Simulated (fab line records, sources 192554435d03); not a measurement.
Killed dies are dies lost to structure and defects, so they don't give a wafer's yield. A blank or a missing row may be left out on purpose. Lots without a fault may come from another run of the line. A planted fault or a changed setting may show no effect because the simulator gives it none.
Split-lot experiment | flow n5_finfet | 7 lots, 21 wafers read, on a route of 1938 steps

THE SPLIT
At N5_PASSIVATION_VIA_ETCH_13 (etches SiO2 in CHF3/O2, target depth 660 nm, time 330 s), the setting bias_w was moved away from the recipe's 170 W on 4 of the 21 wafers read, by -15.4% to +6.2%. The other wafers ran this setting at the recipe's value.

The reading is taken at the split's own step.

THE READING
rf_vpp_V, in V, at N5_PASSIVATION_VIA_ETCH_13 (etches SiO2 in CHF3/O2, target depth 660 nm, time 330 s). Fault-free wafers of this fab line usually give 525 V, standard deviation 4.7 V.

wafer  | tool, chamber at the split | bias_w as run, W | against the recipe | rf_vpp_V, V | against lot-mates on the recipe
L074.1 | rie_diel-06, 0             | 170              | recipe             | 532         | -
L074.2 | rie_diel-06, 1             | 170              | recipe             | 529         | -
L074.6 | rie_diel-06, 1             | 170              | recipe             | 530         | -
L076.1 | rie_diel-04, 2             | 170              | recipe             | 525         | -
L076.2 | rie_diel-04, 1             | 170              | recipe             | 522         | -
L076.3 | rie_diel-04, 0             | 154              | -9.4%              | 475         | -48
L082.1 | rie_diel-04, 0             | 170              | recipe             | 513         | -
L082.4 | rie_diel-04, 3             | 170              | recipe             | 523         | -
L082.6 | rie_diel-04, 2             | 170              | recipe             | 525         | -
L087.4 | rie_diel-06, 2             | 143.9            | -15.4%             | 457         | -74
L087.5 | rie_diel-06, 0             | 170              | recipe             | 532         | -
L087.6 | rie_diel-06, 1             | 170              | recipe             | 530         | -
L089.1 | rie_diel-04, 1             | 170              | recipe             | 521         | -
L089.2 | rie_diel-04, 0             | 170              | recipe             | 516         | -
L089.4 | rie_diel-04, 2             | 170              | recipe             | 525         | -
L094.1 | rie_diel-06, 2             | 180.6            | +6.2%              | 547         | +25
L094.3 | rie_diel-06, 1             | 180.6            | +6.2%              | 554         | +32
L094.5 | rie_diel-06, 2             | 170              | recipe             | 522         | -
L095.2 | rie_diel-03, 3             | 170              | recipe             | 526         | -
L095.4 | rie_diel-03, 3             | 170              | recipe             | 526         | -
L095.6 | rie_diel-03, 1             | 170              | recipe             | 527         | -

THE FIT
A straight line over all 21 wafers: rf_vpp_V changes by +4.54 V for each +1% of bias_w; r = +0.97; the points scatter about the line by 5.2 V.
The same after taking each lot's own level away (the mean of its wafers on the recipe; 21 wafers): +4.84 V for each +1%; r = +0.99; scatter 3 V.
On that fit, the largest move of bias_w shifts the reading by 74 V.
The lots' own levels span 520.3 to 531.0 V, that is 2.3 times the standard deviation above.
So the lot-to-lot level changes the slope little: the two slopes agree.
Check: with one of the wafers moved furthest among these (-15.4%) left out of the fit, the line predicts -75.3 V for it against its lot-mates. It came out at -74 V against them.
Tool readings at the split's step, against how far the setting was moved: rf_vpp_V r = +0.97.

OTHER SPLITS ON THESE WAFERS
These wafers also went through other splits before the reading. Each is held against what the fit with the lots' levels taken away leaves over:
other split on the same wafers        | wafers away from the commonest value | r with rf_vpp_V (lot level and that fit taken away)
N5_BEOL_M14_DEVELOP_27 develop_time_s | 8                                    | -0.08
N5_BEOL_M14_DEP_53 time_s             | 7                                    | -0.11
N5_BEOL_M15_ILD_DEP_00 time_s         | 5                                    | -0.06
N5_BEOL_M15_TRENCH_ETCH_34 time_s     | 6                                    | +0.02
N5_BEOL_M15_SPUTTER_45 time_s         | 3                                    | -0.06

THE FILE'S OWN FIT
rf_vpp_V changes by +4.86 V for each +1% of bias_w, r = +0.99.
